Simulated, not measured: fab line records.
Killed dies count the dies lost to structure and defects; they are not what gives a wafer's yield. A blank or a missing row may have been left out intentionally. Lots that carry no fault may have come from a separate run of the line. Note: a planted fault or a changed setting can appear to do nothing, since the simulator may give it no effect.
Problem report, 8D (eight disciplines) form, completed by code :: flow n5-finfet :: the parts of the form that need people (team, actions taken, sign-off) are left out

## 1. THE ISSUE
HMC_CMP_THK at N5_PMOS_HMC_CHANNEL_EPI_THK_MEAS_22 reads a mean of 49.0 nm on 1 wafer of 1 lot; wafers without a fault read 54.2 nm with a standard deviation of 1.1. Relative to the usual mean, that is a shift of -4.7 standard deviations.
Earliest sighting: wafer L802.5 on film-metro-01 at day 6 13:53. The record holds 32 wafers of 11 lots with a number at this step. Rule for "out" (also "out of limits"): further than 4 standard deviations from the usual mean. All remaining wafers that have a number are taken as sound.

## 2. WHAT THIS IS AND IS NOT
question: which readings at this step
is: HMC_CMP_THK
is not: -

question: which lots
is: L802
is not: L783, L784, L786, L787, L789, L790, L792, L793, L804, L806

question: which wafers of those lots
is: L802.5
is not: L802.3, L802.6

question: read on which gauges
is: film-metro-01
is not: film-metro-02

question: when
is: from day 6 13:53
is not: up to then (25 sound wafers); but 6 sound wafers of L804, L806 came after

## 3. SUSPECTS, AND WHAT RULES EACH OUT
Counting: a tool at a process step up to the reading stays a suspect if it ran every lot that is out. Sound lots after the first of them don't rule it out here, since some wafers of a struck lot are sound.
- the gauge at N5_PMOS_HMC_CHANNEL_EPI_THK_MEAS_22: kept. All the wafers that are out were read on film-metro-01, and no step on other tools shows them out.
- rie-si-05 at N5_PMOS_HMC_CHANNEL_EPI_FIN_RECESS_16 (chemistry HBr/Cl2, target Si, target depth 54 nm, time 18 s): kept. The lot that is out, L802, ran on it at day 6 12:04; the last sound lot it ran before that was L793, at day 4 06:04.
- At N5_PMOS_HMC_CHANNEL_EPI_FIN_RECESS_16, inside rie-si-05: chamber 1 took the wafers that are out, while their sound lot-mates went through chambers 0, 3.
The count leaves film-metro-01 at N5_PMOS_HMC_CHANNEL_EPI_THK_MEAS_22 and rie-si-05 at N5_PMOS_HMC_CHANNEL_EPI_FIN_RECESS_16.

## 4. THE CAUSE (what the simulator had put in)
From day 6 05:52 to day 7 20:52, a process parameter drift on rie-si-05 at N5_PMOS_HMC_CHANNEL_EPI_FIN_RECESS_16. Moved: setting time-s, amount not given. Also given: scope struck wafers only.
2 suspects survive the count, and this tool is in that group.

## 5. SEQUENCE OF EFFECTS, ordered by route
Each row: a reading where the mean over the struck wafers with a number is more than 3 standard deviations away from the usual. Only readings whose record carries a usual standard deviation are examined. hours: median over the lots of the time between each lot's start at the first step of this table that gives one and its start at this step. sigmas: the change, counted in usual standard deviations.
hours: 0
step: N5_PMOS_HMC_CHANNEL_EPI_THK_MEAS_22
reading: HMC_CMP_THK
usual: 54.2 nm
on struck wafers: 49.0
change: -5.2
sigmas: -4.7

## 6. WHAT WOULD HAVE CAUGHT IT SOONER
8 hours passed between the start of the fault at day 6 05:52 and the first reading out of limits at a measuring or inspecting step in this record, taken at day 6 13:53.
An alarm limit of 4 standard deviations would not have fired on the tool readings at N5_PMOS_HMC_CHANNEL_EPI_FIN_RECESS_16 for which the record gives a usual standard deviation, since none of them was out on any struck wafer.
Lots out: 1; all had begun N5_PMOS_HMC_CHANNEL_EPI_FIN_RECESS_16 on rie-si-05 by day 6 13:53. Holding the tool at that point would not have protected any of them.
